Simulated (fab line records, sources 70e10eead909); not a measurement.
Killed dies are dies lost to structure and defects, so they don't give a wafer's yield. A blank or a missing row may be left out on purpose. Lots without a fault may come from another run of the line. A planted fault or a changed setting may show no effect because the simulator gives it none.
fab line records | flow nand_harc
record lots=12 wafers=36 last_day=33
route steps=1302 shown A_DECK1_JOINT@530 A_ONON_D2@557 END@1302
lots that met no fault: from a run of the same line without faults
start_h: hours from the record's first day to the start of the lot's first wafer shown | wait_h: hours since the lot's step before | " the same as in the row above | L1.1+2: a row that stands for several wafers | - no value, or no start given | * or withheld: withheld | < > ~ a bound
route shown NAME@n: a module of which the file shows steps, and the number in the route of the first | usual: mean/standard deviation of fault-free wafers | same: alike in all rows | chamber/n: place in a boat | sites: the reading at each site | _std_site: their standard deviation | _edge_site: outer sites' mean less inner sites' | radius_mm: how far each site lies from the wafer's centre | mask NAME#n: copy n | behind: the tool/chamber that last shaped the wafer | hold: why the lot was held/for how many hours/how that ended | device: the transistor (n, p or np) that didn't switch | end of line: the same wafers' tests at the end of the route | a step without rows: its recipe alone | killed: dies lost to structure and defects at the first sort, not the wafer's yield | map: a wafer's dies, x killed, . not, _ none there
set.NAME: the setting as run; set.NAME@STEP: as run at that earlier step | model.NAME: the simulator's own value behind a step, which no gauge read
steps of the route over a sample of lots; a table a step, a row a wafer
services: from which hour (start_h, from the record's first day; less than 0 if before it) a tool's chamber was out of use, for how many hours, and why
## steps
# step NHARC_A_DECK1_JOINT_ETCHBACK_00
# recipe target_depth_a=300 time_s=17.4 hbr_flow_sccm=150 rf_w=350 icp_w=350 bias_w=60 chemistry=HBr
# usual drypump_motor_current_A=5.6/0.46 oes_product_au=0.998/0.015 throttle_valve_pct=23.266/0.0086
# columns lot.wafer tool chamber start_h wait_h drypump_motor_current_A oes_product_au rf_hours_counter_h throttle_valve_pct
L680.3 rie_si-01 0 250.37 0.1 5.5 0.994 0.3 23.274
L680.2 " 1 " " 5.9 0.992 0.3 23.271
L680.5 " 3 " " 5.5 0.986 - 23.272
L679.2 rie_si-06 2 258.56 0.1 5.1 1.005 0 23.265
L679.3 " 0 " " 5.8 1.002 0 23.278
L679.4 " 1 " " 5.3 1.001 0 23.260
L681.1 rie_si-04 3 269.13 0.1 5.5 0.986 0.6 23.257
L681.5 " 3 " " 5.5 1.003 - 23.276
L681.6 " 0 " " 6.8 1.007 - 23.283
L683.4 rie_si-01 0 289.40 0.1 5.6 0.995 0.5 23.262
L683.2 " 2 " " 4.9 1.025 0.7 23.274
L683.5 " 0 " " 5.6 0.993 - 23.256
L688.1 rie_si-06 1 345.05 0.1 5.3 0.985 0.5 23.272
L688.2 " 3 " " 5.4 0.984 0.5 23.271
L688.6 " 1 " " 5.4 0.989 - 23.262
L690.4 rie_si-04 3 367.72 0.1 5.5 0.976 0.1 23.271
L690.1 " 1 " " 6.0 1.007 0.1 23.264
L690.5 " 0 " " 6.8 1.022 - 23.270
L694.2 rie_si-06 1 409.72 0.1 5.3 0.996 1.0 23.259
L694.1 " 2 " " 5.1 1.004 1.0 23.261
L694.3 " 3 " " 5.4 0.978 0.9 23.263
L697.2 rie_si-01 3 422.46 0.1 5.5 0.995 0.1 23.268
L697.1 " 0 " " 5.6 0.975 0.3 23.280
L697.4 " 1 " " 5.8 1.001 0.3 23.274
L696.3 rie_si-04 3 426.25 0.1 5.5 0.982 0.5 23.258
L696.1 " 2 " " 5.7 0.987 0.4 23.276
L696.5 " 0 " " 6.8 1.014 - 23.264
L700.1 rie_si-01 3 462.29 0.1 5.5 0.987 0.3 23.271
L700.3 " 0 " " 5.6 0.977 0.6 23.264
L700.4 " 1 " " 5.9 0.995 0.6 23.281
L699.4 rie_si-06 3 462.30 0.1 5.4 1.000 0.1 23.265
L699.1 " 0 " " 5.8 0.986 0.2 23.269
L699.5 " 1 " " 5.3 0.995 - 23.268
L701.3 rie_si-06 1 471.31 0.1 5.3 0.991 0.2 23.268
L701.2 " 2 " " 5.1 1.007 0.2 23.264
L701.1 " 3 " " 5.4 0.989 0.2 23.269
# step NHARC_A_ONON_D2_THK_MEAS_18
# recipe thk_meas_gauge=ellipsometry
# usual thk_nm=999/7.6
# columns lot.wafer tool chamber start_h wait_h thk_nm
L680.2 film_metro-02 - 287.16 - 994
L680.3 " - " " 995
L680.5 " - " " 997
L679.2 film_metro-02 - 291.99 - 994
L679.3 " - " " 995
L679.4 " - " " 995
L681.1 film_metro-02 - 302.17 - 988
L681.5 " - " " 987
L681.6 " - " " 987
L683.2 film_metro-01 - 324.52 - 1001
L683.4 " - " " 1002
L683.5 " - " " 1001
L688.1 film_metro-01 - 381.52 - 996
L688.2 " - " " 996
L688.6 " - " " 995
L690.1 film_metro-01 - 404.31 - 984
L690.4 " - " " 984
L690.5 " - " " 986
L694.1 film_metro-02 - 442.88 - 998
L694.2 " - " " 998
L694.3 " - " " 998
L697.1 film_metro-01 - 456.25 - 1003
L697.2 " - " " 1002
L697.4 " - " " 1002
L696.1 film_metro-01 - 456.44 - 1002
L696.3 " - " " 1002
L696.5 " - " " 1003
L699.1 film_metro-02 - 493.89 - 1002
L699.4 " - " " 1002
L699.5 " - " " 1002
L700.1 film_metro-01 - 493.89 - 998
L700.3 " - " " 999
L700.4 " - " " 999
L701.1 film_metro-02 - 507.36 - 986
L701.2 " - " " 989
L701.3 " - " " 987
# step NHARC_A_ONON_D2_THK_MEAS_21
# recipe thk_meas_gauge=ellipsometry
# usual thk_nm=1004/8.3
# columns lot.wafer tool chamber start_h wait_h thk_nm
L680.2 film_metro-02 - 287.72 - 1018
L680.3 " - " " 1018
L680.5 " - " " 1018
L679.2 film_metro-02 - 292.55 - 983
L679.3 " - " " 985
L679.4 " - " " 984
L681.1 film_metro-01 - 302.74 - 994
L681.5 " - " " 995
L681.6 " - " " 996
L683.2 film_metro-01 - 325.08 - 1003
L683.4 " - " " 1000
L683.5 " - " " 1002
L688.1 film_metro-01 - 382.09 - 1001
L688.2 " - " " 1002
L688.6 " - " " 1001
L690.1 film_metro-01 - 404.89 - 1009
L690.4 " - " " 1012
L690.5 " - " " 1009
L694.1 film_metro-01 - 443.45 - 1000
L694.2 " - " " 999
L694.3 " - " " 1002
L697.1 film_metro-01 - 456.81 - 1001
L697.2 " - " " 1001
L697.4 " - " " 1000
L696.1 film_metro-02 - 457.00 - 1008
L696.3 " - " " 1009
L696.5 " - " " 1009
L700.1 film_metro-01 - 494.45 - 1009
L700.3 " - " " 1012
L700.4 " - " " 1010
L699.1 film_metro-01 - 494.46 - 1021
L699.4 " - " " 1021
L699.5 " - " " 1021
L701.1 film_metro-01 - 507.93 - 1008
L701.2 " - " " 1009
L701.3 " - " " 1008
# step NHARC_A_ONON_D2_DEP_28
# recipe target_thk_a=10000 n2_flow_sccm=2750 n2o_flow_sccm=2000 nh3_flow_sccm=500 sih4_flow_sccm=210 temp_c=400
# usual n2o_flow_sccm=2001/6
# columns lot.wafer tool chamber start_h wait_h n2o_flow_sccm
L680.2 pecvd_onon-03 0 288.97 0.1 2006
L680.3 " 0 " " 2008
L680.5 " 0 " " 2005
L679.2 pecvd_onon-03 0 293.81 0.1 2004
L679.3 " 0 " " 2004
L679.4 " 0 " " 2006
L681.1 pecvd_onon-03 0 303.93 0.1 1996
L681.5 " 0 " " 1993
L681.6 " 0 " " 2006
L683.2 pecvd_onon-01 0 326.33 0.1 2002
L683.4 " 0 " " 2003
L683.5 " 0 " " 2002
L688.1 pecvd_onon-01 0 383.28 0.1 2006
L688.2 " 0 " " 1995
L688.6 " 0 " " 1998
L690.1 pecvd_onon-01 0 406.07 0.1 2001
L690.4 " 0 " " 2008
L690.5 " 0 " " 2006
L694.1 pecvd_onon-04 0 444.64 0.1 1999
L694.2 " 0 " " 1998
L694.3 " 0 " " 2008
L697.1 pecvd_onon-03 0 458.11 0.2 2002
L697.2 " 0 " " 2003
L697.4 " 0 " " 2000
L696.1 pecvd_onon-03 0 458.46 0.2 2005
L696.3 " 0 " " 2008
L696.5 " 0 " " 2009
L700.1 pecvd_onon-03 0 495.64 0.1 2002
L700.3 " 0 " " 1996
L700.4 " 0 " " 2004
L699.1 pecvd_onon-01 0 495.65 0.1 2000
L699.4 " 0 " " 1997
L699.5 " 0 " " 1994
L701.1 pecvd_onon-03 0 509.15 0.1 2007
L701.2 " 0 " " 2009
L701.3 " 0 " " 1996
# step NHARC_A_ONON_D2_THK_MEAS_30
# recipe thk_meas_gauge=ellipsometry
# usual thk_nm=1000/10
# columns lot.wafer tool chamber start_h wait_h hold thk_nm
L680.2 film_metro-01 - 289.43 - - 990
L680.3 " - " " - 988
L680.5 " - " " - 990
L679.2 film_metro-01 - 294.26 - - 1003
L679.3 " - " " - 1002
L679.4 " - " " - 1004
L681.1 film_metro-01 - 304.45 - - 1013
L681.5 " - " " - 1012
L681.6 " - " " - 1013
L683.2 film_metro-02 - 326.78 - - 995
L683.4 " - " " - 995
L683.5 " - " " - 993
L688.1 film_metro-01 - 383.78 - await_dispo/0.2h/release 1464
L688.2 " - " " await_dispo/0.2h/release 1008
L688.6 " - " " await_dispo/0.2h/release 1465
L688.1 film_metro-01 - 383.96 0.2 - 1463
L688.2 " - " " - 1007
L688.6 " - " " - 1465
L690.1 film_metro-02 - 406.60 - await_dispo/0.2h/release 1443
L690.4 " - " " await_dispo/0.2h/release 984
L690.5 " - " " await_dispo/0.2h/release 1440
L690.1 film_metro-02 - 406.77 0.2 - 1442
L690.4 " - " " - 983
L690.5 " - " " - 1441
L694.1 film_metro-01 - 445.15 - - 1001
L694.2 " - " " - 1001
L694.3 " - " " - 1002
L697.1 film_metro-02 - 458.62 - - 999
L697.2 " - " " - 997
L697.4 " - " " - 999
L696.1 film_metro-02 - 458.97 - - 989
L696.3 " - " " - 986
L696.5 " - " " - 987
L700.1 film_metro-02 - 496.16 - - 981
L700.3 " - " " - 981
L700.4 " - " " - 981
L699.1 film_metro-02 - 496.16 - - 1010
L699.4 " - " " - 1011
L699.5 " - " " - 1010
L701.1 film_metro-02 - 509.66 - - 1007
L701.2 " - " " - 1004
L701.3 " - " " - 1006
# step NHARC_END_SORT_01
# recipe temp_c=25
# usual killed_at_array=59/21 killed_at_other=1.0/1.1 killed_at_periphery=4.0/2.6 killed_dies=64/21 killed_open=3.2/1.7 killed_short=2.5/1.5
# same gross_dies=677
# columns lot.wafer tool chamber start_h wait_h hold killed_at_array killed_at_other killed_at_periphery killed_dies killed_open killed_short
L681.1 prober-01 0 593.59 2.5 - 18 2 2 22 4 3
L681.5 prober-01 0 596.84 3.7 - 23 2 1 26 3 3
L681.6 prober-01 0 597.65 4.1 - 14 0 5 19 3 1
L680.2 prober-01 0 602.29 2.8 - 44 1 3 48 2 5
L680.3 prober-01 0 603.10 3.1 - 55 2 2 59 3 2
L680.5 prober-01 0 604.72 3.7 - 47 1 8 56 2 2
L683.2 prober-02 0 624.03 2.8 - 22 0 9 31 4 3
L683.4 prober-02 0 625.62 3.4 - 21 0 5 26 4 3
L683.5 prober-02 0 626.41 3.7 - 36 0 1 37 1 5
L688.1 prober-02 0 663.34 2.5 await_dispo/4.4h/release 667 2 8 677 5 1
L688.2 prober-02 0 664.15 2.8 await_dispo/4.4h/release 48 1 4 53 0 4
L688.6 prober-02 0 667.38 4.0 await_dispo/4.4h/release 663 1 13 677 5 1
L690.1 prober-01 0 673.40 2.5 await_dispo/2.8h/release 673 1 3 677 4 3
L690.4 prober-01 0 675.79 3.4 await_dispo/2.8h/release 35 1 3 39 4 1
L690.5 prober-01 0 676.59 3.7 await_dispo/2.8h/release 675 0 2 677 4 2
L699.1 prober-02 0 774.18 2.5 - 39 0 5 44 4 1
L699.4 prober-02 0 776.58 3.4 - 46 4 3 53 4 1
L699.5 prober-02 0 777.39 3.7 - 47 1 2 50 3 1
L701.1 prober-02 0 782.00 2.5 - 51 0 8 59 3 6
L701.2 prober-02 0 782.81 2.8 - 47 0 4 51 3 1
L701.3 prober-02 0 783.62 3.1 - 51 0 10 61 5 1
# killed by level:class
L681.1 A_CHANNEL_HOLE_D2:chamber_film_flake=6 A_CHANNEL_HOLE_D1:chamber_film_flake=4 A_CHANNEL_HOLE_D2:geometric_particle:open=2 THIN_TSV:chamber_film_flake=2 P_M0:geometric_particle:short=1 A_CHANNEL_FILL_D1:geometric_particle:open=1 A_ONON_D2:geometric_particle:short=1 A_CONTACT:geometric_particle:short=1
L681.5 A_CHANNEL_HOLE_D2:chamber_film_flake=9 A_CHANNEL_HOLE_D1:chamber_film_flake=4 A_ONON_D2:geometric_particle:short=2 A_CONTACT:chamber_film_flake=2 THIN_TSV:chamber_film_flake=2 A_ONON_D1:geometric_particle:open=1 A_CHANNEL_FILL_D1:geometric_particle:open=1 A_DECK1_JOINT:geometric_particle:short=1
L681.6 A_CHANNEL_HOLE_D2:chamber_film_flake=8 P_STI:chamber_film_flake=3 A_CONTACT:chamber_film_flake=2 P_M0:geometric_particle:open=1 A_ONON_D1:geometric_particle:short=1 A_ONON_D1:geometric_particle:open=1 A_BLC:geometric_particle:open=1 P_GATE:chamber_film_flake=1
L680.2 A_CHANNEL_HOLE_D1:chamber_film_flake=25 A_CHANNEL_HOLE_D2:chamber_film_flake=9 A_ONON_D2:geometric_particle:short=2 A_STAIRCASE:chamber_film_flake=2 A_SLIT:chamber_film_flake=2 P_CONTACT:geometric_particle:short=1 P_M0:geometric_particle:open=1 P_M1:geometric_particle:open=1
L680.3 A_CHANNEL_HOLE_D1:chamber_film_flake=37 A_CHANNEL_HOLE_D2:chamber_film_flake=5 A_STAIRCASE:chamber_film_flake=3 A_CONTACT:chamber_film_flake=3 THIN_TSV:chamber_film_flake=2 P_STI:geometric_particle:short=1 P_GATE:geometric_particle:open=1 A_ONON_D1:geometric_particle:open=1
L680.5 A_CHANNEL_HOLE_D1:chamber_film_flake=30 A_CHANNEL_HOLE_D2:chamber_film_flake=11 P_M1:chamber_film_flake=3 P_BONDPAD:chamber_film_flake=2 P_CONTACT:geometric_particle:open=1 A_CONTACT:geometric_particle:open=1 A_BLC:geometric_particle:short=1 A_M0:geometric_particle:short=1
L683.2 A_CHANNEL_HOLE_D2:chamber_film_flake=11 P_GATE:chamber_film_flake=4 A_WL_FILL:geometric_particle:short=2 P_ZERO_WELL:chamber_film_flake=2 A_CONTACT:chamber_film_flake=2 P_CONTACT:geometric_particle:open=1 P_M0:geometric_particle:short=1 P_M0:geometric_particle:open=1
L683.4 A_CHANNEL_HOLE_D2:chamber_film_flake=8 A_CONTACT:chamber_film_flake=5 P_M0:geometric_particle:open=2 A_CONTACT:geometric_particle:open=2 A_ONON_D2:geometric_particle:short=1 A_CHANNEL_HOLE_D2:geometric_particle:short=1 A_WL_FILL:geometric_particle:short=1 P_ZERO_WELL:chamber_film_flake=1
L683.5 A_CHANNEL_HOLE_D2:chamber_film_flake=8 A_CONTACT:chamber_film_flake=7 A_CHANNEL_HOLE_D1:chamber_film_flake=5 A_ZERO_WELL:chamber_film_flake=3 A_WL_FILL:chamber_film_flake=3 A_STAIRCASE:chamber_film_flake=2 A_SLIT:chamber_film_flake=2 A_DECK1_JOINT:geometric_particle:short=1
L688.1 A_ONON_D2:area_dep=616 A_CHANNEL_HOLE_D1:chamber_film_flake=35 A_STAIRCASE:chamber_film_flake=6 P_GATE:chamber_film_flake=5 A_SLIT:chamber_film_flake=4 P_M1:geometric_particle:open=2 THIN_TSV:chamber_film_flake=2 A_ONON_D1:geometric_particle:open=1
L688.2 A_CHANNEL_HOLE_D1:chamber_film_flake=35 A_CONTACT:chamber_film_flake=3 P_GATE:chamber_film_flake=2 A_CHANNEL_FILL_D1:chamber_film_flake=2 A_CHANNEL_FILL_D2:chamber_film_flake=2 P_M0:geometric_particle:short=1 A_ONON_D1:geometric_particle:short=1 A_CHANNEL_FILL_D1:geometric_particle:short=1
L688.6 A_ONON_D2:area_dep=616 A_CHANNEL_HOLE_D1:chamber_film_flake=32 P_GATE:chamber_film_flake=8 P_M0:geometric_particle:open=3 A_DECK1_JOINT:chamber_film_flake=2 A_STAIRCASE:chamber_film_flake=2 A_SLIT:chamber_film_flake=2 A_CONTACT:chamber_film_flake=2
L690.1 A_ONON_D2:area_dep=640 A_CHANNEL_HOLE_D2:chamber_film_flake=13 A_CHANNEL_HOLE_D1:chamber_film_flake=5 A_SLIT:chamber_film_flake=3 P_ZERO_WELL:chamber_film_flake=2 A_DECK1_JOINT:chamber_film_flake=2 A_WL_FILL:chamber_film_flake=2 P_GATE:geometric_particle:open=1
L690.4 A_CHANNEL_HOLE_D2:chamber_film_flake=18 A_CHANNEL_HOLE_D1:chamber_film_flake=6 A_BLC:geometric_particle:open=2 P_ZERO_WELL:chamber_film_flake=2 A_SLIT:chamber_film_flake=2 P_CONTACT:geometric_particle:open=1 A_CHANNEL_HOLE_D2:geometric_particle:open=1 A_M1:geometric_particle:short=1
L690.5 A_ONON_D2:area_dep=637 A_CHANNEL_HOLE_D2:chamber_film_flake=21 A_CHANNEL_HOLE_D1:chamber_film_flake=4 A_CONTACT:chamber_film_flake=4 A_SLIT:chamber_film_flake=3 A_CHANNEL_HOLE_D2:geometric_particle:short=2 P_CONTACT:geometric_particle:open=1 P_M0:geometric_particle:open=1
L699.1 A_SLIT:chamber_film_flake=30 A_CONTACT:chamber_film_flake=4 A_CHANNEL_HOLE_D2:chamber_film_flake=2 P_STI:geometric_particle:short=1 P_M0:geometric_particle:open=1 P_M1:geometric_particle:open=1 A_ONON_D1:geometric_particle:open=1 A_CHANNEL_FILL_D1:geometric_particle:open=1
L699.4 A_SLIT:chamber_film_flake=33 A_STAIRCASE:chamber_film_flake=7 A_CONTACT:chamber_film_flake=3 THIN_TSV:chamber_film_flake=3 P_CONTACT:geometric_particle:short=1 P_M0:geometric_particle:open=1 A_SOURCE_PLATE:geometric_particle:open=1 A_CHANNEL_HOLE_D2:geometric_particle:open=1
L699.5 A_SLIT:chamber_film_flake=34 A_CHANNEL_FILL_D1:chamber_film_flake=3 A_CHANNEL_HOLE_D1:chamber_film_flake=2 A_STAIRCASE:chamber_film_flake=2 A_CONTACT:chamber_film_flake=2 P_GATE:geometric_particle:open=1 A_SGD_CUT:geometric_particle:open=1 A_WL_FILL:geometric_particle:short=1
L701.1 A_SLIT:chamber_film_flake=34 A_STAIRCASE:chamber_film_flake=6 P_M0:chamber_film_flake=3 P_CONTACT:geometric_particle:short=2 A_ONON_D1:geometric_particle:open=2 A_CHANNEL_FILL_D1:geometric_particle:short=2 A_ONON_D2:geometric_particle:short=2 P_GATE:chamber_film_flake=2
L701.2 A_SLIT:chamber_film_flake=32 A_STAIRCASE:chamber_film_flake=4 A_CHANNEL_HOLE_D2:chamber_film_flake=3 A_CONTACT:chamber_film_flake=3 A_ZERO_WELL:chamber_film_flake=2 P_CONTACT:geometric_particle:short=1 P_M2:geometric_particle:open=1 A_ONON_D1:geometric_particle:open=1
L701.3 A_SLIT:chamber_film_flake=36 P_GATE:chamber_film_flake=4 A_STAIRCASE:chamber_film_flake=4 P_ZERO_WELL:chamber_film_flake=2 P_STI:chamber_film_flake=2 A_ZERO_WELL:chamber_film_flake=2 A_CONTACT:chamber_film_flake=2 P_CONTACT:geometric_particle:open=1
## services
# columns tool chamber start_h hours kind
pecvd_onon-03 - 227.04 13.0 pm
rie_si-04 - 231.77 0.7 repair
rie_si-06 - 249.00 9.0 pm
rie_si-06 0 249.00 9.0 vent_cycle
rie_si-06 1 249.00 9.0 vent_cycle
rie_si-06 2 249.00 9.0 vent_cycle
rie_si-06 3 249.00 9.0 vent_cycle
rie_si-04 0 252.86 12.8 repair
rie_si-01 0 254.84 1.3 repair
rie_si-06 0 258.00 - clean
rie_si-06 1 258.00 - clean
pecvd_onon-01 - 269.13 13.0 pm
rie_si-04 - 284.41 0.2 repair
pecvd_onon-04 - 311.05 13.0 pm
rie_si-04 - 342.00 9.0 pm
rie_si-01 - 370.00 9.0 pm
rie_si-01 3 382.39 22.3 repair
rie_si-04 0 391.63 13.2 repair
pecvd_onon-03 - 408.04 13.0 pm
rie_si-06 - 426.00 9.0 pm
pecvd_onon-03 - 441.47 8.5 repair
pecvd_onon-01 - 450.14 13.0 pm
pecvd_onon-04 - 492.05 13.0 pm
rie_si-01 - 502.19 0.1 repair
## key
first_sign step=NHARC_A_ONON_D2_THK_MEAS_30 reading=visit direction=added
effect step=NHARC_A_ONON_D2_THK_MEAS_30 reading=thk_nm direction=up sigmas=45 usual=1000 struck=1453
effect step=NHARC_END_SORT_01 reading=killed_at_array direction=up sigmas=29 usual=59 struck=670
more_kills_born_at NHARC_A_ONON_D2_DEP_28@pecvd_onon-01=2509
met_at NHARC_A_ONON_D2_DEP_28
struck_lots L688,L690
struck_wafers L688.1,L688.6,L690.1,L690.5
later_rows_left_out L688.1,L688.6,L690.1,L690.5
tester_left_out L688,L690
not_acting_at NHARC_A_DECK1_JOINT_ETCHBACK_00,NHARC_A_ONON_D2_THK_MEAS_18,NHARC_A_ONON_D2_THK_MEAS_21
onset_between 326.33 383.28
fault kind=process_parameter_drift tool=pecvd_onon-01 chamber=- onset_h=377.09 steps=NHARC_A_ONON_D2_DEP_28 channel=target_thk_a offset=* shape=step end_h=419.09 scope=struck_wafers_only acts_in=* stated=*
# tester_left_out: of these lots the tester's yield and bins aren't shown, on N5 and GAA mostly nor the transistor test; their killed dies are dies lost to structure and defects alone, not to doping, threshold or leakage, so they don't give the yield
# later_rows_left_out: the simulator's readings of these wafers behind a module that went badly wrong aren't trusted and aren't shown, but for the sort
